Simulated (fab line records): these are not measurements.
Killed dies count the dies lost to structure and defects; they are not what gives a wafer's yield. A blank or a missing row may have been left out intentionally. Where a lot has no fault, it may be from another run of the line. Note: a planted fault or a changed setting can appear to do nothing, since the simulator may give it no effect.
A lot that was struck, set against a sound lot / flow nand harc / 15 steps out of a route of 1159
Sound: wafers L963.1, L963.4, L963.5. Struck: wafers L981.2, L981.3, L981.4. The cause is given at the end.
For every step that has rows: the tool of each side, followed by ch and its chambers, followed by its first start. Under that, the readings that differ: sound wafers / struck wafers / difference of the means / sigmas: that difference in standard deviations of wafers without a fault.
alike: words and numbers the same on both sides, and readings whose means are apart by under 2 such deviations; not compared: readings that were withheld, readings missing a value for some wafer, numbers with overlapping values and no deviation given by the record, and bounds like >300 which may hide the same value.
A row with sigmas, a row that says differs or no value, or rows on one side alone: a step with any of these is where the two part. When numbers do not overlap yet have no deviation, they are printed without sigmas and do not part them. A reading that every wafer of one side lacks parts them only if that side has two wafers or more.

first, 4 steps without rows for these wafers: NHARC_A_BONDPAD_EBR_05; NHARC_A_BONDPAD_EXPOSE_06 (exposes mask A BPAD); NHARC_A_BONDPAD_PEB_07 (peb time 80 s); NHARC_A_BONDPAD_DEVELOP_08 (time 50 s).
NHARC_A_BONDPAD_CD_MEAS_09: target cd 500 nm.
  sound on cd sem-02 ch 0, day 18 01:59; struck on cd sem-03 ch 0, day 23 21:29
reading=cd nm (nm); sound=502.6 499.4 504.3; struck=495.1 493.4 498.8; difference=-6.3; sigmas=-2
NHARC_A_BONDPAD_OVL_MEAS_35:
  struck on overlay-02, day 23 21:34; sound on overlay-02, day 18 02:05
reading=overlay y nm (nm); sound=4 4 4; struck=-10 -10 -10; difference=-14; sigmas=-2
  alike: overlay x nm
then, 1 step without rows for these wafers: NHARC_A_BONDPAD_HARDBAKE_10 (time 65 s).
NHARC_A_BONDPAD_DESCUM_11: chemistry O2, time 3 s.
  sound on rie diel-11 ch 0,1,2, day 18 02:14; struck on rie diel-03 ch 0,2,3, day 23 21:41
reading=throttle valve pct (%); sound=11.298 11.301 11.288; struck=11.324 11.310 11.308; difference=+0.018; sigmas=+2
  alike: drypump motor current A, oes product au, rf vpp V, showerhead plenum p Torr
  not compared: rf hours counter h
NHARC_A_BONDPAD_ETCH_34: etches the open film in N2/H2, target depth 60 nm, overetch 18 nm, time 65.91 s.
  sound on rie diel-11 ch 0,1,2, day 18 02:19; struck on rie diel-03 ch 1,2,3, day 23 21:46
  alike: drypump motor current A, oes product au, rf vpp V, showerhead plenum p Torr, throttle valve pct
  not compared: rf hours counter h
NHARC_A_BONDPAD_ETCH_12: etches the open film in CHF3/O2, target depth 220 nm, time 110 s.
  sound on rie diel-11 ch 0,2,3; struck on rie diel-03 ch 0,1,2
  alike: drypump motor current A, oes product au, rf vpp V, showerhead plenum p Torr, throttle valve pct
  not compared: rf hours counter h
NHARC_A_BONDPAD_CD_MEAS_13:
  struck on cd sem-02, day 23 22:01; sound on cd sem-02, day 18 02:35
reading=cd nm (nm); sound=502.5 499.0 503.3; struck=493.8 494.2 498.9; difference=-6.0; sigmas=-2
NHARC_A_BONDPAD_STRIP_15: strips in O2.
  sound on rie diel-03 ch 1,2,3, day 18 02:41; struck on rie diel-03 ch 1,2,3, day 23 22:05
  alike: drypump motor current A, oes product au, rf vpp V, showerhead plenum p Torr, throttle valve pct
  not compared: rf hours counter h
NHARC_A_BONDPAD_ETCH_24: etches the open film in CF4/N2, target depth 30 nm, time 72.99 s.
  sound on rie diel-03 ch 0,2,3, day 18 02:49; struck on rie diel-03 ch 0,2,3, day 23 22:14
reading=oes product au (a.u.); sound=0.990 0.982 1.001; struck=1.371 1.410 1.376; difference=+0.395; sigmas=+28
  alike: cf4 flow sccm, drypump motor current A, rf vpp V, showerhead plenum p Torr, throttle valve pct
  not compared: rf hours counter h
then, 1 step without rows for these wafers: NHARC_A_BONDPAD_STRIP_16 (strips in post etch residue remover, time 600 s).
NHARC_END_SORT_01:
  sound on prober-02 ch 0, day 19 13:04; struck on prober-01 ch 0, day 25 04:21
  alike: defect limited yield, killed at array, killed at other, killed at periphery, killed dies, killed open, killed short, sort_bin_2_pct, sort_bin_3_pct, sort_bin_4_pct, sort n pass, sort rim yield pct, sort yield pct

== WHERE THEY PART ==
Earliest at NHARC_A_BONDPAD_CD_MEAS_09; latest, in this record, at NHARC_A_BONDPAD_ETCH_24. Later steps at which nothing parts them and some readings are alike: NHARC_END_SORT_01.

WHY: what had been put in by the simulator
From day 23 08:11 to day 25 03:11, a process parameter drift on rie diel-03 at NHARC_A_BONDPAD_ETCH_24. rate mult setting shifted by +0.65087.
